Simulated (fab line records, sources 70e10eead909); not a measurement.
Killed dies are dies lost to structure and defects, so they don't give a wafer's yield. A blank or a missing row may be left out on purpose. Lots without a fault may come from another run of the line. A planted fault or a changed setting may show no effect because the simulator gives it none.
Which tool did it? | flow nand_harc | 6 lots, 17 wafers sampled, at 3 steps of a route of 1302

WHAT THE GAUGES READ, wafer by wafer
NHARC_P_CONTACT_CD_MEAS_12: target cd 90 nm.
lot  | measured     | on        | cd_nm (nm)
L950 | day 6 18:13  | cd_sem-02 | 90.4 89.7 90.6
L953 | day 7 18:43  | cd_sem-02 | 90.7 91.0 90.2
L959 | day 10 10:02 | cd_sem-03 | 90.4 88.3
L964 | day 12 14:08 | cd_sem-01 | 90.8 90.7 91.0
L969 | day 14 09:34 | cd_sem-01 | 89.5 90.0 89.5
L971 | day 15 19:21 | cd_sem-03 | 90.1 91.0 90.6

WHICH TOOL RAN EACH LOT (tool, then ch and the chambers of the sampled wafers, then the start)
lot  | NHARC_P_CONTACT_CMP_01        | NHARC_P_CONTACT_PEB_10
L950 | cmp-04 ch 2,3, day 6 17:23    | litho_track-06 ch 0, day 6 18:08
L953 | cmp-01 ch 1,2,3, day 7 17:56  | litho_track-06 ch 0, day 7 18:38
L959 | cmp-04 ch 0,1, day 10 09:13   | litho_track-06 ch 0, day 10 09:58
L964 | cmp-04 ch 1,2, day 12 13:27   | litho_track-01 ch 0, day 12 14:03
L969 | cmp-03 ch 0,1,3, day 14 08:55 | litho_track-04 ch 0, day 14 09:29
L971 | cmp-03 ch 1,2,3, day 15 18:40 | litho_track-04 ch 0, day 15 19:16
- NHARC_P_CONTACT_CMP_01: polishes SiO2, target thk 200 nm.
- NHARC_P_CONTACT_PEB_10: peb time 65 s.

THE ANSWER, worked out from the rows above alone
Rule: what is usual is taken from the lots themselves. Put in order of their means at a reading, lots are off if they are a third of the lots or fewer, leave a main group of 4 or more, and stand apart from it by a gap of 3 or more times the standard deviation of the main group's means; of several such gaps the widest counts. A main group whose means are all the same, to the digits that the tables above print for the reading, isn't used. A lot without any number at a reading at which 4 lots or more have one is off too. The other lots that the step has rows for count as sound.
No lot is off at any reading shown: from this, nothing can be told.

WHAT THE SIMULATOR HAD PUT IN
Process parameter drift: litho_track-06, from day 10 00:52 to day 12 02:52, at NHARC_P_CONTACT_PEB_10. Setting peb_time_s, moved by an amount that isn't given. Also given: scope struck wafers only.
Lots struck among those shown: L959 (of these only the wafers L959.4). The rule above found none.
